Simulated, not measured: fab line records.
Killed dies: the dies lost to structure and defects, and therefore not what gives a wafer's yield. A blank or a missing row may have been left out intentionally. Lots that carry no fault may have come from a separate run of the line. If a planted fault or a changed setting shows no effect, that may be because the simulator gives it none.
Struck lot and sound lot, side by side + flow nand-harc + 25 steps out of a route of 1302
Sound: wafers L185.1, L185.2, L185.3. The struck wafers were L188.1, L188.3, L188.6. The cause is named last.
Order at every step that has rows: each side's tool, ch and its chambers, its first start. Under that, the readings that differ: sound wafers + struck wafers + difference of the means + sigmas: that difference in standard deviations of wafers without a fault.
alike: readings with means less than 2 such deviations apart, plus words and numbers identical on both sides. not compared: withheld readings, readings lacking a value on some wafer, bounds such as >300 that could conceal the same value, and numbers that have no deviation in the record and whose values overlap.
Wherever a step has rows on one side only, a row that says differs or no value, or a row with sigmas, the two part there. Numbers that have no deviation but don't overlap get no sigmas and don't part them. A reading missing from all wafers of one side parts the sides only when that side holds two or more wafers.

NHARC_P_CONTACT_CD_MEAS_19:
  sound on cd-sem-02 at day 6 04:54; struck on cd-sem-01 at day 7 01:13
  alike: cd-nm
NHARC_P_CONTACT_STRIP_28: strips in O2.
  sound on rie-diel-09 ch 0,2, day 6 04:59; struck on rie-diel-04 ch 0,1, day 7 01:19
  alike: drypump-motor-current-A, oes-product-au, rf-vpp-V, showerhead-plenum-p-Torr, throttle-valve-pct
  not compared: rf-hours-counter-h
then, 1 step without rows for these wafers: NHARC_P_CONTACT_STRIP_29 (strips in post etch residue remover, time 1200 s).
NHARC_P_CONTACT_DEGAS_38: time 60 s.
  sound on pvd-sputter-03 at day 6 05:43; struck on pvd-sputter-01 at day 7 01:57
  alike: heater-power-w
then, 1 step without rows for these wafers: NHARC_P_CONTACT_PRE_CLEAN_39 (time 19.5 s).
NHARC_P_CONTACT_PVD_32: deposits Ti, target thk 5 nm, time 17.7 s.
  sound on pvd-sputter-03; struck on pvd-sputter-01
  alike: cathode-dc-power-W, throttle-valve-pct
NHARC_P_CONTACT_ALD_22: deposits TiN, target thk 3 nm, pulse time 1 s, ald cycles 150.
  sound on ald-metal-02 ch 0,1,3, day 6 05:57; struck on ald-metal-02 ch 1,2, day 7 02:13
  alike: heater-power-w, precursor-pulse-height-rel
then, 1 step without rows for these wafers: NHARC_P_CONTACT_CVD_23 (deposits W, target thk 200 nm, time 557 s).
NHARC_P_CONTACT_CMP_24: polishes, t overpolish 30 s, target thk 200 nm.
  sound on cmp-04 ch 0,1,2, day 6 06:48; struck on cmp-01 ch 1,3, day 7 03:02
  alike: motor-current-A, overpolish-run-s, slurry-flow-ml-min, time-to-endpoint-s
next, for these wafers, 1 step has no rows: NHARC_P_CONTACT_SRD_26.
NHARC_P_CONTACT_INSPECT_27:
  sound on defect-inspect-01 at day 6 07:12; struck on defect-inspect-01 at day 7 03:27
  alike: raw-defect-count
NHARC_P_M0_DEP_00: deposits SiOC, target thk 150 nm.
  sound on pecvd-04 ch 0,1,2, day 6 07:17; struck on pecvd-04 ch 0,1,2, day 7 03:31
  alike: rf-fwd-power-W
then, 9 steps without rows for these wafers: NHARC_P_M0_DEHYDRATE_01 (time 120 s); NHARC_P_M0_HMDS_02 (time 30 s); NHARC_P_M0_COAT_33 (time 65 s); NHARC_P_M0_COAT_03 (resist thk 90 nm); NHARC_P_M0_SOFTBAKE_04 (time 55 s); NHARC_P_M0_EBR_05; NHARC_P_M0_EXPOSE_06 (exposes mask P M0, target cd 90 nm); NHARC_P_M0_PEB_07 (peb time 65 s); NHARC_P_M0_DEVELOP_08 (develop time 35 s).
NHARC_P_M0_CD_MEAS_09: the cd target is 90 nm.
  sound on cd-sem-03 ch 0, day 6 07:59; struck on cd-sem-03 ch 0, day 7 04:21
  alike: cd-nm
NHARC_P_M0_OVL_MEAS_10: pitch 180 nm.
  sound on overlay-01 at day 6 08:05; struck on overlay-01 at day 7 04:26
  alike: overlay-x-nm, overlay-y-nm
NHARC_P_M0_INSPECT_11:
  sound on defect-inspect-01 at day 6 08:07; struck on defect-inspect-01 at day 7 04:38
| reading          | sound | struck      | difference | sigmas      |
|------------------|-------|-------------|------------|-------------|
| raw-defect-count | 2 4 2 | 359 378 338 | +356       | +99 or more |
  not compared: hold
NHARC_END_SORT_01:
  the record has rows for the sound wafers here (prober-01 ch 0, day 25 08:44) and none for the struck ones

WHERE THEY PART
Last at NHARC_END_SORT_01 as far as this record goes, first at NHARC_P_M0_INSPECT_11.

WHY: what the simulator had put in
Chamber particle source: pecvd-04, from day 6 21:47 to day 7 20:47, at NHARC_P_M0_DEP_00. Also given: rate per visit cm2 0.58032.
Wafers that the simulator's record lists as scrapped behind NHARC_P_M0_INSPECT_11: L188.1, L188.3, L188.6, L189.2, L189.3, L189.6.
